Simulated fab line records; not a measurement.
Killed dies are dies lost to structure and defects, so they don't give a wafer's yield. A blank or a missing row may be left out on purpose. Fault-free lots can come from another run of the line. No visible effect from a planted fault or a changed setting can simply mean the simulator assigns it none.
fab line records -- flow n5_finfet
[record] lots = 6, wafers = 18, last_day = 18
route steps=1938 shown TV_OPEN@1889 PAD_METAL@1893 PASSIVATION@1897
lots that met no fault: taken from a fault-free run of the same line
start_h: hours from the record's opening day to when the first of the lot's shown wafers began -- wait_h: time in hours since the lot's previous step -- " repeats the value in the row above -- L1.1+2: a row that stands for several wafers -- - no value present, or no start provided -- * or withheld: withheld -- < > ~ a bound
route shown NAME@n: NAME is a module with steps in the file, n the number in the route of the first one -- usual: average and standard deviation across the fault-free wafers -- same: alike in all rows -- chamber/n: place in a boat -- sites: readings site by site -- _std_site: standard deviation across them -- _edge_site: inner sites' mean taken away from outer sites' mean -- radius_mm: for every site, how far away it sits from the centre of the wafer -- mask NAME#n: copy n -- behind: the tool/chamber that last shaped the wafer -- hold: what put the lot on hold/how long, in hours/how the hold closed -- device: transistor that didn't switch, given as n, p or np -- end of line: at the end of the route, the tests of the same wafers -- step lacking rows: just its recipe -- killed: the dies lost at the first sort to structure and to defects; this is not the yield of the wafer -- map: a wafer's dies, x killed, . not, _ none there
set.NAME: the setting that was run; set.NAME@STEP: the one run at that earlier step -- model.NAME: the simulator's own value behind a step, which no gauge read
lots at selected steps of the route; one table per step, one row per wafer
services: from which hour (start_h, from the record's first day; less than 0 if before it) a tool's chamber was out of use, for how many hours, and why
[[steps]]
[step N5_PASSIVATION_STRIP_14]
[recipe] chemistry = O2, power_w = 600, temp_c = 60, pressure_mtorr = 30, rf_frequency_hz = 6e+07, bias_power_w = 0, overash_fraction = 0.5, o2_flow_sccm = 225
[step N5_PASSIVATION_ETCH_15]
[recipe] chemistry = CF4/N2, target = SiCN, target_depth_a = 750, taper_deg = 2, time_s = 81.2, ion_energy_ev = 150, mask_material = SiNx, pressure_mtorr = 40, source_w = 430, bias_w = 70, Ar_flow_sccm = 100, cf4_flow_sccm = 60, n2_flow_sccm = 60
[usual] drypump_motor_current_A = 5.8/0.43, n2_flow_sccm = 60.00/0.19, oes_product_au = 0.80/0.1, rf_vpp_V = 383.4/2.1, showerhead_plenum_p_Torr = 2.25/0.08, throttle_valve_pct = 15.30/0.28
lot.wafer,tool,chamber,start_h,wait_h,drypump_motor_current_A,n2_flow_sccm,oes_product_au,rf_hours_counter_h,rf_vpp_V,showerhead_plenum_p_Torr,throttle_valve_pct
L684.1,rie_diel-06,2,-,-,6.1,60.02,0.67,219,379.8,2.09,15.93
L684.2,rie_diel-06,3,-,-,5.7,60.09,0.82,65,381.3,2.15,15.32
L684.3,rie_diel-06,1,-,-,6.5,60.16,0.84,67,380.7,2.15,15.19
L688.1,rie_diel-02,1,-,-,5.8,60.34,0.82,71,385.7,2.32,15.06
L688.2,rie_diel-02,2,-,-,5.1,59.81,0.74,120,383.3,2.21,15.49
L688.3,rie_diel-02,0,-,-,5.8,59.64,0.65,229,383.0,2.25,15.47
L692.1,rie_diel-02,1,-,-,5.7,59.82,0.81,76,385.8,2.32,15.06
L692.3,rie_diel-02,2,-,-,5.0,60.04,0.74,126,381.9,2.21,15.51
L692.6,rie_diel-02,3,-,-,6.2,59.99,0.97,-,384.8,2.36,15.26
L696.1,rie_diel-01,2,-,-,5.4,60.08,0.94,17,384.5,2.35,15.04
L696.4,rie_diel-01,2,-,-,5.4,60.17,0.93,-,385.7,2.35,15.02
L696.6,rie_diel-01,3,-,-,6.0,59.73,0.88,-,385.0,2.33,15.06
L697.1,rie_diel-01,2,-,-,5.4,59.56,0.93,22,386.6,2.35,15.02
L697.3,rie_diel-01,0,-,-,5.6,59.91,0.80,101,383.5,2.22,15.04
L697.5,rie_diel-01,3,-,-,6.0,60.10,0.86,-,384.6,2.33,15.07
L702.1,rie_diel-06,1,-,-,6.5,60.06,0.81,106,379.2,2.14,15.30
L702.3,rie_diel-06,3,-,-,5.7,60.17,0.77,105,379.8,2.14,15.40
L702.5,rie_diel-06,3,-,-,5.8,60.09,0.78,-,379.7,2.14,15.40
[step N5_PASSIVATION_STRIP_73]
[recipe] chemistry = post_etch_residue_remover, time_s = 60, temp_c = 25, remover_ph = withheld, remover_water_wt_pct = withheld, remover_fluoride_wt_pct = withheld
[step N5_PASSIVATION_SRD_17]
[recipe] time_s = 30, temp_c = 23, rinse_liquid = diw, dry = n2_spin, spin_rpm = 1500, dry_time_s = 30
[step N5_PASSIVATION_DEGAS_18]
[recipe] ambient = vacuum, temp_c = 300, time_s = 60
[usual] heater_power_w = 495/53, susceptor_temp_C = 300.02/0.18
lot.wafer,tool,chamber,start_h,wait_h,heater_power_w,susceptor_temp_C
L684.1,pvd_sputter-01,-,286.73,0.4,451,299.85
L684.2,pvd_sputter-01,-,286.73,0.4,502,299.73
L684.3,pvd_sputter-01,-,286.73,0.4,480,299.95
L688.1,pvd_sputter-02,-,312.92,1.4,498,299.91
L688.2,pvd_sputter-02,-,312.92,1.4,471,299.99
L688.3,pvd_sputter-02,-,312.92,1.4,438,300.04
L692.1,pvd_sputter-01,-,335.62,0.2,439,300.35
L692.3,pvd_sputter-01,-,335.62,0.2,509,299.82
L692.6,pvd_sputter-01,-,335.62,0.2,473,299.96
L696.1,pvd_sputter-01,-,376.98,0.4,382,299.81
L696.4,pvd_sputter-01,-,376.98,0.4,465,299.85
L696.6,pvd_sputter-01,-,376.98,0.4,510,299.89
L697.1,pvd_sputter-03,-,388.46,0.2,490,300.02
L697.3,pvd_sputter-03,-,388.46,0.2,575,299.93
L697.5,pvd_sputter-03,-,388.46,0.2,484,300.03
L702.1,pvd_sputter-02,-,421.52,0.1,439,300.22
L702.3,pvd_sputter-02,-,421.52,0.1,474,300.24
L702.5,pvd_sputter-02,-,421.52,0.1,497,300.26
[step N5_PASSIVATION_PRE_CLEAN_19]
[recipe] gas = H2/He, time_s = *, temp_c = *
[usual] heater_power_w = 494/53, susceptor_temp_C = *
lot.wafer,tool,chamber,start_h,wait_h,heater_power_w,susceptor_temp_C
L684.1,pvd_sputter-01,-,286.77,0.0,457,*
L684.2,pvd_sputter-01,-,286.77,0.0,508,*
L684.3,pvd_sputter-01,-,286.77,0.0,469,*
L688.1,pvd_sputter-02,-,312.96,0.0,492,*
L688.2,pvd_sputter-02,-,312.96,0.0,484,*
L688.3,pvd_sputter-02,-,312.96,0.0,443,*
L692.1,pvd_sputter-01,-,335.66,0.0,447,*
L692.3,pvd_sputter-01,-,335.66,0.0,500,*
L692.6,pvd_sputter-01,-,335.66,0.0,474,*
L696.1,pvd_sputter-01,-,377.02,0.0,368,*
L696.4,pvd_sputter-01,-,377.02,0.0,485,*
L696.6,pvd_sputter-01,-,377.02,0.0,510,*
L697.1,pvd_sputter-03,-,388.50,0.0,483,*
L697.3,pvd_sputter-03,-,388.50,0.0,578,*
L697.5,pvd_sputter-03,-,388.50,0.0,482,*
L702.1,pvd_sputter-02,-,421.56,0.0,439,*
L702.3,pvd_sputter-02,-,421.56,0.0,472,*
L702.5,pvd_sputter-02,-,421.56,0.0,510,*
[step N5_PASSIVATION_SPUTTER_20]
[recipe] material = TaN, target_thk_a = 500, temp_c = 25, chamber_pressure_pa = 0.4
[usual] susceptor_temp_C = 25.00/0.11, throttle_valve_pct = 30.2/1.2
lot.wafer,tool,chamber,start_h,wait_h,susceptor_temp_C,throttle_valve_pct
L684.1,pvd_sputter-01,-,286.81,0.0,24.93,28.9
L684.2,pvd_sputter-01,-,286.81,0.0,25.04,30.9
L684.3,pvd_sputter-01,-,286.81,0.0,24.95,28.8
L688.1,pvd_sputter-02,-,313.00,0.0,25.16,31.4
L688.2,pvd_sputter-02,-,313.00,0.0,24.97,28.5
L688.3,pvd_sputter-02,-,313.00,0.0,25.10,30.4
L692.1,pvd_sputter-01,-,335.70,0.0,25.08,29.1
L692.3,pvd_sputter-01,-,335.70,0.0,25.16,31.0
L692.6,pvd_sputter-01,-,335.70,0.0,24.97,28.7
L696.1,pvd_sputter-01,-,377.06,0.0,25.07,29.1
L696.4,pvd_sputter-01,-,377.06,0.0,24.99,28.9
L696.6,pvd_sputter-01,-,377.06,0.0,25.01,30.9
L697.1,pvd_sputter-03,-,388.54,0.0,24.93,33.3
L697.3,pvd_sputter-03,-,388.54,0.0,24.75,29.3
L697.5,pvd_sputter-03,-,388.54,0.0,24.92,33.0
L702.1,pvd_sputter-02,-,421.60,0.0,24.99,30.4
L702.3,pvd_sputter-02,-,421.60,0.0,25.00,28.7
L702.5,pvd_sputter-02,-,421.60,0.0,25.14,31.5
[step N5_PASSIVATION_AL_DEP_21]
[recipe] material = Al, target_thk_a = 28000, temp_c = 400, time_s = 170, power_w = 30000, chamber_pressure_pa = 0.4, gas = Ar
[usual] susceptor_temp_C = 400.03/0.2, throttle_valve_pct = 30.2/1.1
lot.wafer,tool,chamber,start_h,wait_h,susceptor_temp_C,throttle_valve_pct
L684.1,pvd_sputter-01,-,286.91,0.1,400.10,29.0
L684.2,pvd_sputter-01,-,286.91,0.1,400.50,30.8
L684.3,pvd_sputter-01,-,286.91,0.1,400.44,28.8
L688.1,pvd_sputter-02,-,313.10,0.1,400.19,31.3
L688.2,pvd_sputter-02,-,313.10,0.1,400.13,28.6
L688.3,pvd_sputter-02,-,313.10,0.1,399.80,30.4
L692.1,pvd_sputter-01,-,335.80,0.1,400.20,28.9
L692.3,pvd_sputter-01,-,335.80,0.1,400.25,31.1
L692.6,pvd_sputter-01,-,335.80,0.1,400.12,28.8
L696.1,pvd_sputter-01,-,377.16,0.1,399.99,29.3
L696.4,pvd_sputter-01,-,377.16,0.1,400.30,28.9
L696.6,pvd_sputter-01,-,377.16,0.1,399.92,30.8
L697.1,pvd_sputter-03,-,388.64,0.1,400.03,33.3
L697.3,pvd_sputter-03,-,388.64,0.1,399.93,29.5
L697.5,pvd_sputter-03,-,388.64,0.1,399.79,32.9
L702.1,pvd_sputter-02,-,421.70,0.1,400.29,30.3
L702.3,pvd_sputter-02,-,421.70,0.1,399.97,28.6
L702.5,pvd_sputter-02,-,421.70,0.1,399.26,31.4
[step N5_PASSIVATION_HMDS_23]
[recipe] time_s = 60, temp_c = 120
[step N5_PASSIVATION_COAT_24]
[recipe] spin_rpm = 3000, resist_thk_nm = withheld
[step N5_PASSIVATION_EBR_26]
[recipe] solvent = PGMEA, ebr_width_mm = 1.5
[step N5_PASSIVATION_SOFTBAKE_25]
[recipe] temp_c = 100, time_s = 90
[step N5_PASSIVATION_EXPOSE_27]
[recipe] mask_id = PAD, na = 0.55, source_shape = conventional, sigma_outer = 0.8, polarization = unpolarized, defocus_nm = 0, dose_mj = 32.3
[usual] exposure_dose_mJ_cm2 = 32.29/0.031
[same] na = 0.55
lot.wafer,tool,chamber,start_h,wait_h,mask,exposure_dose_mJ_cm2
L684.1,krf_scanner-02,0,287.20,-,PAD#0,32.28
L684.2,krf_scanner-02,0,287.20,-,PAD#0,32.33
L684.3,krf_scanner-02,0,287.20,-,PAD#0,32.26
L688.1,krf_scanner-02,0,313.40,-,PAD#0,32.27
L688.2,krf_scanner-02,0,313.40,-,PAD#0,32.28
L688.3,krf_scanner-02,0,313.40,-,PAD#0,32.30
L692.1,krf_scanner-02,0,336.22,-,PAD#0,32.31
L692.3,krf_scanner-02,0,336.22,-,PAD#0,32.31
L692.6,krf_scanner-02,0,336.22,-,PAD#0,32.33
L696.1,krf_scanner-02,0,377.45,-,PAD#0,32.91
L696.4,krf_scanner-02,0,377.45,-,PAD#0,32.86
L696.6,krf_scanner-02,0,377.45,-,PAD#0,32.91
L697.1,krf_scanner-02,0,388.93,-,PAD#0,32.87
L697.3,krf_scanner-02,0,388.93,-,PAD#0,32.89
L697.5,krf_scanner-02,0,388.93,-,PAD#0,32.87
L702.1,krf_scanner-01,0,422.00,-,PAD#0,32.30
L702.3,krf_scanner-01,0,422.00,-,PAD#0,32.31
L702.5,krf_scanner-01,0,422.00,-,PAD#0,32.30
[step N5_PASSIVATION_PEB_28]
[recipe] peb_temp_c = withheld, peb_time_s = *
[step N5_PASSIVATION_PROBE_49]
[usual] defect_limited_yield = 91.7/1.4, killed_at_M0_to_M3 = 32/9.7, killed_at_M4_up = 14/5.5, killed_at_contacts = 13/6.1, killed_at_front_end = 35/10, killed_at_other = 4.2/2.9, killed_dies = 98/17, killed_on_rim = 13/4.2, killed_open = 63/12, killed_short = 32/7.7, sort_bin_5_function = 4.8/0.9, sort_bin_6_memory = 3.1/0.63, sort_n_pass = 1073/41, sort_yield_pct = 91/3.5
[same] gross_dies = 1180, killed_at_back_side = 0, sort_bin_4_leakage[%] = 0, sort_bin_8_speed[%] = 0
lot.wafer,tool,chamber,start_h,wait_h,defect_limited_yield[%],killed_at_M0_to_M3,killed_at_M4_up,killed_at_contacts,killed_at_front_end,killed_at_other,killed_dies,killed_on_rim,killed_open,killed_short,sort_bin_5_function[%],sort_bin_6_memory[%],sort_n_pass,sort_yield_pct[%]
L684.1,prober-01,-,292.27,0.0,93.6,18,13,13,25,6,75,12,41,33,4.2,2.0,1105,94
L684.2,prober-01,-,292.32,0.1,93.4,26,9,9,33,1,78,15,58,15,4.2,1.7,1102,93
L684.3,prober-01,-,292.37,0.1,92.6,21,10,16,35,5,87,7,55,32,4.2,2.9,1093,93
L688.1,prober-01,-,321.58,0.0,92.1,29,11,16,27,10,93,12,74,16,4.4,3.1,1087,92
L688.2,prober-01,-,321.63,0.1,91.7,45,14,10,28,1,98,16,66,30,5.2,3.0,1082,92
L688.3,prober-01,-,321.68,0.1,92.1,29,11,9,39,5,93,14,59,27,4.9,2.8,1087,92
L692.1,prober-02,-,342.05,0.0,90.3,50,11,8,35,10,114,14,66,48,5.8,3.6,1066,90
L692.3,prober-02,-,342.15,0.1,92.3,18,17,13,37,6,91,14,52,37,4.4,3.1,1089,92
L692.6,prober-02,-,342.30,0.3,91.2,32,12,5,47,8,104,7,69,33,4.5,4.1,1076,91
L696.1,prober-01,-,383.19,0.0,89.2,29,18,15,56,9,127,20,93,33,6.3,4.3,1053,89
L696.4,prober-01,-,383.34,0.2,91.6,23,15,19,32,10,99,18,73,25,5.3,2.8,1079,91
L696.6,prober-01,-,383.44,0.3,88.6,31,15,20,67,2,135,22,88,41,6.9,3.7,1045,89
L697.1,prober-02,-,394.56,0.0,91.3,30,10,22,37,4,103,7,67,26,5.2,2.8,1077,91
L697.3,prober-02,-,394.66,0.1,92.1,20,13,14,41,5,93,13,60,26,4.4,2.6,1087,92
L697.5,prober-02,-,394.76,0.2,93.8,29,3,14,19,8,73,10,48,24,3.9,1.9,1107,94
L702.1,prober-02,-,427.44,0.0,93.1,20,10,5,42,5,82,14,52,25,4.2,2.5,1098,93
L702.3,prober-02,-,427.54,0.1,90.8,29,23,2,47,8,109,12,58,39,4.2,3.7,1071,91
L702.5,prober-02,-,427.64,0.2,90.8,26,15,9,56,3,109,13,68,35,4.9,3.8,1071,91
// killed by level:class
L684.1 MOL_CONTACT_COAG:geometric_particle:open=10 BEOL_M0_SAQP:geometric_particle:open=7 FIN_SAQP:geometric_particle:short=6 STI_FIN_REVEAL:geometric_particle:open=5 BEOL_M0_SAQP:geometric_particle:short=5 ILD0:geometric_particle:short=4 BEOL_M4:geometric_particle:short=4 BEOL_M4:geometric_particle:open=3
L684.2 STI_FIN_REVEAL:geometric_particle:open=15 MOL_CONTACT_COAG:geometric_particle:open=8 BEOL_M2:geometric_particle:open=7 BEOL_M3:geometric_particle:open=6 HKMG_FIN:area_etch=5 BEOL_M0_SAQP:geometric_particle:open=4 BEOL_M4:geometric_particle:open=4 DUMMY_GATE:geometric_particle:open=3
L684.3 MOL_CONTACT_COAG:geometric_particle:open=10 STI_FIN_REVEAL:geometric_particle:open=9 FIN_SAQP:geometric_particle:short=8 BEOL_M1:geometric_particle:open=8 MOL_CONTACT_COAG:geometric_particle:short=6 STI_FIN_REVEAL:geometric_particle:short=5 FIN_SAQP:geometric_particle:open=4 BEOL_M2:geometric_particle:open=4
L688.1 MOL_CONTACT_COAG:geometric_particle:open=16 DUMMY_GATE:geometric_particle:open=7 BEOL_M0_SAQP:geometric_particle:open=7 BEOL_M3:geometric_particle:open=7 FIN_SAQP:geometric_particle:open=5 BEOL_M1:geometric_particle:open=5 BEOL_M2:geometric_particle:open=4 BEOL_M0_SAQP:geometric_particle:short=3
L688.2 MOL_CONTACT_COAG:geometric_particle:open=8 BEOL_M0_SAQP:geometric_particle:short=8 BEOL_M3:geometric_particle:open=8 BEOL_M2:geometric_particle:open=7 BEOL_M0_SAQP:geometric_particle:open=7 BEOL_M1:geometric_particle:open=7 FIN_SAQP:geometric_particle:open=6 STI_FIN_REVEAL:geometric_particle:open=6
L688.3 FIN_SAQP:geometric_particle:open=11 BEOL_M3:geometric_particle:open=9 MOL_CONTACT_COAG:geometric_particle:open=8 BEOL_M0_SAQP:geometric_particle:short=7 FIN_SAQP:geometric_particle:short=5 STI_FIN_REVEAL:geometric_particle:open=4 BEOL_M0_SAQP:geometric_particle:open=4 BEOL_M4:geometric_particle:open=4
L692.1 BEOL_M1:geometric_particle:open=10 FIN_SAQP:geometric_particle:short=8 FIN_SAQP:geometric_particle:open=8 BEOL_M0:geometric_particle:short=8 BEOL_M0_SAQP:geometric_particle:short=7 BEOL_M2:geometric_particle:open=7 BEOL_M0_SAQP:geometric_particle:open=6 MOL_CONTACT_COAG:geometric_particle:open=5
L692.3 MOL_CONTACT_COAG:geometric_particle:open=10 BEOL_M4:geometric_particle:open=10 FIN_SAQP:geometric_particle:short=9 FIN_SAQP:geometric_particle:open=6 BEOL_M0_SAQP:geometric_particle:short=6 DUMMY_GATE:geometric_particle:open=4 ILD0:geometric_particle:short=4 STARTING-WAFER:geometric_particle:short=4
L692.6 FIN_SAQP:geometric_particle:open=13 DUMMY_GATE:geometric_particle:open=9 BEOL_M2:geometric_particle:open=8 BEOL_M0_SAQP:geometric_particle:open=5 MOL_CONTACT_COAG:geometric_particle:open=5 BEOL_M1:geometric_particle:open=5 FIN_SAQP:geometric_particle:short=4 BEOL_M0_SAQP:geometric_particle:short=4
L696.1 STI_FIN_REVEAL:geometric_particle:open=23 MOL_CONTACT_COAG:geometric_particle:open=14 BEOL_M0_SAQP:geometric_particle:open=8 GATE_CUT:geometric_particle:short=7 BEOL_M2:geometric_particle:open=7 BEOL_M3:geometric_particle:open=7 BEOL_M5:geometric_particle:open=7 FIN_SAQP:geometric_particle:open=5
L696.4 MOL_CONTACT_COAG:geometric_particle:open=14 DUMMY_GATE:geometric_particle:open=10 STI_FIN_REVEAL:geometric_particle:open=7 BEOL_M1:geometric_particle:open=6 BEOL_M0_SAQP:geometric_particle:open=6 BEOL_M4:geometric_particle:open=6 MOL_CONTACT_COAG:geometric_particle:short=5 BEOL_M0_SAQP:geometric_particle:short=4
L696.6 FIN_SAQP:geometric_particle:open=16 MOL_CONTACT_COAG:geometric_particle:open=14 STI_FIN_REVEAL:geometric_particle:open=11 DUMMY_GATE:geometric_particle:open=9 FIN_SAQP:geometric_particle:short=8 BEOL_M0_SAQP:geometric_particle:open=8 BEOL_M0_SAQP:geometric_particle:short=7 BEOL_M1:geometric_particle:open=7
L697.1 MOL_CONTACT_COAG:geometric_particle:open=18 FIN_SAQP:geometric_particle:open=14 BEOL_M0_SAQP:geometric_particle:short=9 HKMG_FIN:area_etch=8 BEOL_M1:geometric_particle:open=7 BEOL_M0_SAQP:geometric_particle:open=5 MOL_CONTACT_COAG:geometric_particle:short=4 BEOL_M4:geometric_particle:open=4
L697.3 MOL_CONTACT_COAG:geometric_particle:open=13 FIN_SAQP:geometric_particle:open=12 BEOL_M0_SAQP:geometric_particle:short=7 HKMG_FIN:area_etch=6 BEOL_M1:geometric_particle:open=5 STARTING-WAFER:geometric_particle:open=5 FIN_SAQP:geometric_particle:short=4 DUMMY_GATE:geometric_particle:short=3
L697.5 MOL_CONTACT_COAG:geometric_particle:open=10 STI_FIN_REVEAL:geometric_particle:open=6 BEOL_M0_SAQP:geometric_particle:short=5 BEOL_M1:geometric_particle:open=5 BEOL_M3:geometric_particle:open=5 MOL_CONTACT_COAG:geometric_particle:short=4 BEOL_M0_SAQP:geometric_particle:open=4 GATE_CUT:geometric_particle:short=3
L702.1 FIN_SAQP:geometric_particle:open=15 FIN_SAQP:geometric_particle:short=12 BEOL_M3:geometric_particle:open=6 MOL_CONTACT_COAG:geometric_particle:open=4 BEOL_M0_SAQP:geometric_particle:open=4 BEOL_M1:geometric_particle:open=4 DUMMY_GATE:geometric_particle:open=3 GATE_CUT:geometric_particle:short=3
L702.3 STI_FIN_REVEAL:geometric_particle:open=10 FIN_SAQP:geometric_particle:open=9 FIN_SAQP:geometric_particle:short=8 HKMG_FIN:area_etch=8 BEOL_M0_SAQP:geometric_particle:short=7 DUMMY_GATE:geometric_particle:open=6 BEOL_M5:geometric_particle:open=6 BEOL_M0_SAQP:geometric_particle:open=5
L702.5 FIN_SAQP:geometric_particle:short=17 FIN_SAQP:geometric_particle:open=16 BEOL_M3:geometric_particle:open=10 BEOL_M4:geometric_particle:open=9 MOL_CONTACT_COAG:geometric_particle:open=6 DUMMY_GATE:geometric_particle:open=5 BEOL_M0_SAQP:geometric_particle:short=5 BEOL_M0_SAQP:geometric_particle:open=5
[[services]]
tool,chamber,start_h,hours,kind
rie_diel-01,3,268.96,-,clean
rie_diel-01,3,268.96,-,consumable_replace:focus_ring
rie_diel-01,3,268.96,-,consumable_replace:showerhead
rie_diel-01,3,268.96,16.1,scheduled_down
rie_diel-01,3,268.96,16.1,vent_cycle
krf_scanner-01,-,286.57,1.0,pm
rie_diel-02,3,289.51,-,clean
rie_diel-02,3,289.51,-,consumable_replace:focus_ring
rie_diel-02,3,289.51,-,consumable_replace:showerhead
rie_diel-02,3,289.51,19.7,scheduled_down
rie_diel-06,2,307.54,9.9,repair
krf_scanner-02,-,311.48,1.3,pm
krf_scanner-01,-,315.09,1.3,pm
rie_diel-06,3,329.67,5.2,repair
rie_diel-06,2,339.05,4.8,repair
krf_scanner-01,-,340.84,7.2,pm
krf_scanner-02,-,364.95,0.3,repair
pvd_sputter-01,-,371.96,1.0,repair
krf_scanner-02,0,378.85,-,calibration
krf_scanner-02,-,380.41,0.8,pm
rie_diel-02,3,386.72,2.1,repair
krf_scanner-01,-,401.69,4.0,pm
krf_scanner-01,-,406.18,0.8,pm
krf_scanner-02,-,417.43,9.9,repair
[[key]]
[first_sign] step = N5_PASSIVATION_EXPOSE_27, reading = exposure_dose_mJ_cm2, direction = up, sigmas = 19, usual = 32.29, struck = 32.89
effect none on later readings
met_at N5_PASSIVATION_EXPOSE_27
struck_wafers L696.1,L696.4,L696.6,L697.1,L697.3,L697.5
onset_between 336.22 377.45
[fault] kind = process_parameter_drift, tool = krf_scanner-02, chamber = -, onset_h = 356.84, steps = N5_PASSIVATION_EXPOSE_27, channel = dose_mj, offset = 0.57101, shape = step, acts_in = these_recipes_only, stated = 32.3
